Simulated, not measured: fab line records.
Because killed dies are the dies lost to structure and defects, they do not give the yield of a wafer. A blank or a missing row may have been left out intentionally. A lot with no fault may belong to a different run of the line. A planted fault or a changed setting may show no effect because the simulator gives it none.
The same fault as seen by 2 desks    flow n5-finfet    every desk sees just its own numbers, and what lay behind them comes last

## THE TOOL OWNER'S DESK: euv-scanner-02
The tool's own readings at N5_BEOL_M4_EXPOSE_08 (exposes mask M4): means of the sampled wafers that have a number, for each lot that ran on this tool. Any lot whose mean is over 4 standard deviations away from the usual mean is out of limits and marked OUT; that distance is given in the brackets.
Columns: A = exposure-dose-mJ-cm2 at N5_BEOL_M4_EXPOSE_08, usual 41.6
lot   first seen here  A
L556  day 9 10:09      42.2
L557  day 9 21:11      42.2
L558  day 10 06:18     42.2
L560  day 10 10:56     42.2
L563  day 10 21:54     42.1
L564  day 11 22:05     42.2
L565  day 12 02:02     34.2 (-14) OUT
This desk's verdict: out of limits on L565, starting with L565 at day 12 02:02 (exposure-dose-mJ-cm2 at N5_BEOL_M4_EXPOSE_08). L556, L557, L558, L560, L563, L564: within limits.

## AT THE METROLOGY DESK
What the gauges read for every lot (on any tool): the sampled wafers with a number, averaged. Any lot whose mean is over 4 standard deviations away from the usual mean is out of limits and marked OUT; that distance is given in the brackets. 7 of its 13 readings are shown: the first one out of limits and those lying furthest out on some lot.
Columns: A = M4_ILD_THK at N5_BEOL_M4_THK_MEAS_01, usual 79.1 nm; B = cd-nm at N5_BEOL_M4_CD_MEAS_11, usual 16.73 nm; C = cd-nm at N5_BEOL_M4_CD_MEAS_18, usual 17.9 nm; D = DIBL_N at N5_BEOL_M4_RC_MEAS_101, usual 36.3 mV/V; E = DIBL_P at N5_BEOL_M4_RC_MEAS_101, usual 36.2 mV/V; F = IOFF_P at N5_BEOL_M4_RC_MEAS_101, usual 0.21 nA/um; G = SS_P at N5_BEOL_M4_RC_MEAS_101, usual 73.3 mV/dec
lot   first seen here  A     B                C               D     E     F     G
L549  day 7 11:01      79.0  16.80            18.2            39.9  39.6  0.28  74.0
L556  day 9 07:55      79.3  16.65            17.8            36.4  38.6  0.24  73.7
L557  day 9 18:37      78.5  16.69            18.2            35.6  34.2  0.22  72.5
L558  day 10 05:07     80.9  16.54            17.9            37.8  38.7  0.28  73.5
L560  day 10 10:02     79.2  16.38            17.9            37.6  38.6  0.24  74.6
L563  day 10 19:29     79.8  16.80            17.6            36.9  37.0  0.21  73.7
L564  day 11 21:04     78.8  16.76            18.4            37.5  38.8  0.26  73.9
L565  day 12 01:22     79.8  11.68 (-20) OUT  12.6 (-13) OUT  -     -     -     -
L569  day 12 19:57     79.2  16.80            17.9            32.8  30.9  0.15  72.6
L572  day 13 12:28     78.1  17.08            18.0            36.0  35.8  0.17  73.5
This desk's verdict: out of limits on L565, starting with L565 at day 12 02:10 (cd-nm at N5_BEOL_M4_CD_MEAS_11). L549, L556, L557, L558, L560, L563, L564, L569, L572: within limits.

## TAKEN TOGETHER
The tool owner's desk could have raised an alarm at day 12 02:02, on L565.
On L565, the metrology desk was in a position to raise an alarm at day 12 02:10.
All the named lots went through N5_BEOL_M4_EXPOSE_08 on euv-scanner-02.

## WHAT THE SIMULATOR HAD PUT IN
Process parameters drifting: euv-scanner-02 at N5_BEOL_M4_EXPOSE_08, beginning at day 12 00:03. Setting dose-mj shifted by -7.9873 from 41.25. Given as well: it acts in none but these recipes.
Struck lots among those shown: L565.
Fault start to first reading out of limits, in hours, per desk: tool owner, 2; metrology, 2.
